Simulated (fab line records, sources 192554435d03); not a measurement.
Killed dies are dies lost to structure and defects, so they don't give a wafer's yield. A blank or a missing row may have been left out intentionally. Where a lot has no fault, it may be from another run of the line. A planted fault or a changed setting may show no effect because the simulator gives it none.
Which of the tools did it? || flow n5 finfet || 11 lots, 33 wafers sampled, at 5 steps of a route of 1938

## WHAT THE GAUGES SHOWED, per wafer
N5_BEOL_M6_OCD_MEAS_38.
{"lot": "L800", "measured": "day 10 08:00", "on": "ocd-02", "trench depth nm (nm)": "92.0 97.2 93.5"}
{"lot": "L801", "measured": "day 10 15:01", "on": "ocd-02", "trench depth nm (nm)": "95.6 95.2 95.1"}
{"lot": "L803", "measured": "day 10 20:09", "on": "ocd-01", "trench depth nm (nm)": "96.0 95.1 93.7"}
{"lot": "L804", "measured": "day 10 22:32", "on": "ocd-02", "trench depth nm (nm)": "92.8 92.6 94.4"}
{"lot": "L808", "measured": "day 12 07:35", "on": "ocd-02", "trench depth nm (nm)": "92.7 95.2 95.4"}
{"lot": "L810", "measured": "day 13 02:22", "on": "ocd-02", "trench depth nm (nm)": "91.6 93.3 96.3"}
{"lot": "L813", "measured": "day 13 15:28", "on": "ocd-01", "trench depth nm (nm)": "91.7 95.1 91.4"}
{"lot": "L816", "measured": "day 13 18:01", "on": "ocd-02", "trench depth nm (nm)": "94.8 94.7 94.7"}
{"lot": "L814", "measured": "day 13 18:24", "on": "ocd-02", "trench depth nm (nm)": "91.6 93.8 94.6"}
{"lot": "L818", "measured": "day 14 09:17", "on": "ocd-02", "trench depth nm (nm)": "93.4 91.6 96.5"}
{"lot": "L820", "measured": "day 15 13:10", "on": "ocd-01", "trench depth nm (nm)": "93.4 95.8 97.1"}

N5_BEOL_M7_THK_MEAS_01.
{"lot": "L800", "measured": "day 10 11:38", "on": "film metro-02", "M7_ILD_THK (nm)": "157.3 157.5 158.1"}
{"lot": "L801", "measured": "day 10 20:50", "on": "film metro-02", "M7_ILD_THK (nm)": "154.9 157.4 178.9"}
{"lot": "L803", "measured": "day 11 00:09", "on": "film metro-02", "M7_ILD_THK (nm)": "176.2 155.5 156.5"}
{"lot": "L804", "measured": "day 11 01:38", "on": "film metro-01", "M7_ILD_THK (nm)": "177.2 157.6 158.2"}
{"lot": "L808", "measured": "day 12 10:58", "on": "film metro-02", "M7_ILD_THK (nm)": "151.2 151.9 154.7"}
{"lot": "L810", "measured": "day 13 06:49", "on": "film metro-01", "M7_ILD_THK (nm)": "152.3 155.8 155.8"}
{"lot": "L813", "measured": "day 13 19:04", "on": "film metro-01", "M7_ILD_THK (nm)": "153.6 155.4 156.1"}
{"lot": "L816", "measured": "day 13 22:32", "on": "film metro-02", "M7_ILD_THK (nm)": "153.5 154.8 155.3"}
{"lot": "L814", "measured": "day 13 21:44", "on": "film metro-01", "M7_ILD_THK (nm)": "151.6 153.9 156.8"}
{"lot": "L818", "measured": "day 14 14:25", "on": "film metro-01", "M7_ILD_THK (nm)": "154.8 157.6 158.1"}
{"lot": "L820", "measured": "day 15 17:32", "on": "film metro-01", "M7_ILD_THK (nm)": "152.9 152.0 155.8"}

## WHICH TOOL RAN EACH LOT (tool, then ch and the chambers of the sampled wafers, then the start)
{"lot": "L800", "N5_BEOL_M6_ALD_77": "ald metal-01 ch 0,3, day 10 09:02", "N5_BEOL_M6_DEP_56": "pecvd-01 ch 0,1,2, day 10 10:55", "N5_BEOL_M7_ILD_DEP_00": "pecvd-02 ch 0,1, day 10 11:03"}
{"lot": "L801", "N5_BEOL_M6_ALD_77": "ald metal-04 ch 1,2, day 10 18:09", "N5_BEOL_M6_DEP_56": "pecvd-04 ch 0,2, day 10 19:32", "N5_BEOL_M7_ILD_DEP_00": "pecvd-02 ch 0,2, day 10 19:40"}
{"lot": "L803", "N5_BEOL_M6_ALD_77": "ald metal-04 ch 1,2,3, day 10 21:50", "N5_BEOL_M6_DEP_56": "pecvd-01 ch 0,1, day 10 23:16", "N5_BEOL_M7_ILD_DEP_00": "pecvd-02 ch 1,2, day 10 23:25"}
{"lot": "L804", "N5_BEOL_M6_ALD_77": "ald metal-02 ch 1,2,3, day 10 23:17", "N5_BEOL_M6_DEP_56": "pecvd-03 ch 1,2, day 11 00:55", "N5_BEOL_M7_ILD_DEP_00": "pecvd-02 ch 0,1,2, day 11 01:03"}
{"lot": "L808", "N5_BEOL_M6_ALD_77": "ald metal-01 ch 0,3, day 12 08:37", "N5_BEOL_M6_DEP_56": "pecvd-03 ch 0,2, day 12 10:15", "N5_BEOL_M7_ILD_DEP_00": "pecvd-01 ch 0,2, day 12 10:23"}
{"lot": "L810", "N5_BEOL_M6_ALD_77": "ald metal-04 ch 0,1, day 13 04:35", "N5_BEOL_M6_DEP_56": "pecvd-01 ch 0,1, day 13 06:05", "N5_BEOL_M7_ILD_DEP_00": "pecvd-04 ch 0,1,2, day 13 06:14"}
{"lot": "L813", "N5_BEOL_M6_ALD_77": "ald metal-02 ch 0,1, day 13 16:26", "N5_BEOL_M6_DEP_56": "pecvd-03 ch 1,2, day 13 18:22", "N5_BEOL_M7_ILD_DEP_00": "pecvd-02 ch 0,1, day 13 18:29"}
{"lot": "L816", "N5_BEOL_M6_ALD_77": "ald metal-02 ch 0,2, day 13 18:55", "N5_BEOL_M6_DEP_56": "pecvd-03 ch 0,1,2, day 13 20:23", "N5_BEOL_M7_ILD_DEP_00": "pecvd-04 ch 0,2, day 13 20:31"}
{"lot": "L814", "N5_BEOL_M6_ALD_77": "ald metal-04 ch 1,2,3, day 13 19:17", "N5_BEOL_M6_DEP_56": "pecvd-04 ch 0,1, day 13 21:02", "N5_BEOL_M7_ILD_DEP_00": "pecvd-02 ch 0,1,2, day 13 21:10"}
{"lot": "L818", "N5_BEOL_M6_ALD_77": "ald metal-02 ch 0,2,3, day 14 10:14", "N5_BEOL_M6_DEP_56": "pecvd-03 ch 0,2, day 14 13:43", "N5_BEOL_M7_ILD_DEP_00": "pecvd-02 ch 0,1,2, day 14 13:50"}
{"lot": "L820", "N5_BEOL_M6_ALD_77": "ald metal-04 ch 1,2,3, day 15 14:24", "N5_BEOL_M6_DEP_56": "pecvd-03 ch 0,1, day 15 16:48", "N5_BEOL_M7_ILD_DEP_00": "pecvd-02 ch 0,1, day 15 16:56"}
- N5_BEOL_M6_ALD_77: deposits TaN, target thk 2 nm, pulse time 2 s, purge time 3 s.
- N5_BEOL_M6_DEP_56: deposits SiCN from 3MS/NH3, target thk 10 nm, time 17.5 s.
- N5_BEOL_M7_ILD_DEP_00: deposits SiCOH lowk from DEMS/porogen, target thk 179.75 nm, time 33.4 s.

## WHAT THE TOOLS THEMSELVES READ (means of the sampled wafers that have a number; where no wafer has one, the mark that the record gives instead)
N5_BEOL_M6_ALD_77.
{"lot": "L800", "tool": "ald metal-01", "heater power w (W)": 449}
{"lot": "L801", "tool": "ald metal-04", "heater power w (W)": 413}
{"lot": "L803", "tool": "ald metal-04", "heater power w (W)": 435}
{"lot": "L804", "tool": "ald metal-02", "heater power w (W)": 446}
{"lot": "L808", "tool": "ald metal-01", "heater power w (W)": 453}
{"lot": "L810", "tool": "ald metal-04", "heater power w (W)": 446}
{"lot": "L813", "tool": "ald metal-02", "heater power w (W)": 419}
{"lot": "L816", "tool": "ald metal-02", "heater power w (W)": 438}
{"lot": "L814", "tool": "ald metal-04", "heater power w (W)": 440}
{"lot": "L818", "tool": "ald metal-02", "heater power w (W)": 439}
{"lot": "L820", "tool": "ald metal-04", "heater power w (W)": 431}

N5_BEOL_M6_DEP_56.
{"lot": "L800", "tool": "pecvd-01", "showerhead plenum p Torr (Torr)": 3.665, "throttle valve pct (%)": 9.6}
{"lot": "L801", "tool": "pecvd-04", "showerhead plenum p Torr (Torr)": 3.664, "throttle valve pct (%)": 8.7}
{"lot": "L803", "tool": "pecvd-01", "showerhead plenum p Torr (Torr)": 3.672, "throttle valve pct (%)": 9.6}
{"lot": "L804", "tool": "pecvd-03", "showerhead plenum p Torr (Torr)": 3.658, "throttle valve pct (%)": 9.0}
{"lot": "L808", "tool": "pecvd-03", "showerhead plenum p Torr (Torr)": 3.680, "throttle valve pct (%)": 9.3}
{"lot": "L810", "tool": "pecvd-01", "showerhead plenum p Torr (Torr)": 3.667, "throttle valve pct (%)": 10.2}
{"lot": "L813", "tool": "pecvd-03", "showerhead plenum p Torr (Torr)": 3.650, "throttle valve pct (%)": 9.3}
{"lot": "L816", "tool": "pecvd-03", "showerhead plenum p Torr (Torr)": 3.667, "throttle valve pct (%)": 9.3}
{"lot": "L814", "tool": "pecvd-04", "showerhead plenum p Torr (Torr)": 3.672, "throttle valve pct (%)": 9.1}
{"lot": "L818", "tool": "pecvd-03", "showerhead plenum p Torr (Torr)": 3.672, "throttle valve pct (%)": 8.9}
{"lot": "L820", "tool": "pecvd-03", "showerhead plenum p Torr (Torr)": 3.668, "throttle valve pct (%)": 9.7}

N5_BEOL_M7_ILD_DEP_00.
{"lot": "L800", "tool": "pecvd-02", "heater power w (W)": 300, "showerhead plenum p Torr (Torr)": 5.755, "susceptor temp C (C)": 300.05, "throttle valve pct (%)": 14.1}
{"lot": "L801", "tool": "pecvd-02", "heater power w (W)": 290, "showerhead plenum p Torr (Torr)": 5.753, "susceptor temp C (C)": 292.87, "throttle valve pct (%)": 13.6}
{"lot": "L803", "tool": "pecvd-02", "heater power w (W)": 251, "showerhead plenum p Torr (Torr)": 5.741, "susceptor temp C (C)": 292.69, "throttle valve pct (%)": 14.2}
{"lot": "L804", "tool": "pecvd-02", "heater power w (W)": 294, "showerhead plenum p Torr (Torr)": 5.749, "susceptor temp C (C)": 292.72, "throttle valve pct (%)": 13.8}
{"lot": "L808", "tool": "pecvd-01", "heater power w (W)": 443, "showerhead plenum p Torr (Torr)": 5.734, "susceptor temp C (C)": 300.19, "throttle valve pct (%)": 15.9}
{"lot": "L810", "tool": "pecvd-04", "heater power w (W)": 325, "showerhead plenum p Torr (Torr)": 5.734, "susceptor temp C (C)": 300.14, "throttle valve pct (%)": 13.4}
{"lot": "L813", "tool": "pecvd-02", "heater power w (W)": 289, "showerhead plenum p Torr (Torr)": 5.745, "susceptor temp C (C)": 300.12, "throttle valve pct (%)": 14.6}
{"lot": "L816", "tool": "pecvd-04", "heater power w (W)": 342, "showerhead plenum p Torr (Torr)": 5.738, "susceptor temp C (C)": 299.89, "throttle valve pct (%)": 13.6}
{"lot": "L814", "tool": "pecvd-02", "heater power w (W)": 298, "showerhead plenum p Torr (Torr)": 5.745, "susceptor temp C (C)": 299.89, "throttle valve pct (%)": 14.0}
{"lot": "L818", "tool": "pecvd-02", "heater power w (W)": 289, "showerhead plenum p Torr (Torr)": 5.749, "susceptor temp C (C)": 299.94, "throttle valve pct (%)": 13.9}
{"lot": "L820", "tool": "pecvd-02", "heater power w (W)": 334, "showerhead plenum p Torr (Torr)": 5.759, "susceptor temp C (C)": 300.09, "throttle valve pct (%)": 14.1}

## THE ANSWER, worked out from the rows above alone
Rule: the usual values come from the lots themselves. The widest of any qualifying gaps counts: lots, ordered by their means at a reading, are off when they make up no more than a third of the lots, leave a main group of 4 or more, and stand apart from it by 3 or more times the standard deviation of that group's means. A main group whose means are all the same, to the digits that the tables above print for the reading, isn't used. A lot without any number at a reading at which 4 lots or more have one is off too. The other lots that the step has rows for count as sound. After the gauges, taken in route order, come the tools' own readings; for these a lot's mean is taken, as printed above. The first step at which some lot is off is used, and at that step the reading that is off furthest; a lot without a number counts as furthest.
Off: L801, L803, L804, at N5_BEOL_M7_THK_MEAS_01 (M7_ILD_THK). The main group has a mean of 154.9 nm with a standard deviation of 1.5.
If a tool, at a process step before that reading, ran all the lots that are off and no sound lot after the first of them, it fits. The gauges at N5_BEOL_M7_THK_MEAS_01 aren't tried: what is off there is off at N5_BEOL_M7_ILD_DEP_00 too, on other tools, and a gauge's error can't cause that. None of those tried fits.

## WHAT THE SIMULATOR PUT IN
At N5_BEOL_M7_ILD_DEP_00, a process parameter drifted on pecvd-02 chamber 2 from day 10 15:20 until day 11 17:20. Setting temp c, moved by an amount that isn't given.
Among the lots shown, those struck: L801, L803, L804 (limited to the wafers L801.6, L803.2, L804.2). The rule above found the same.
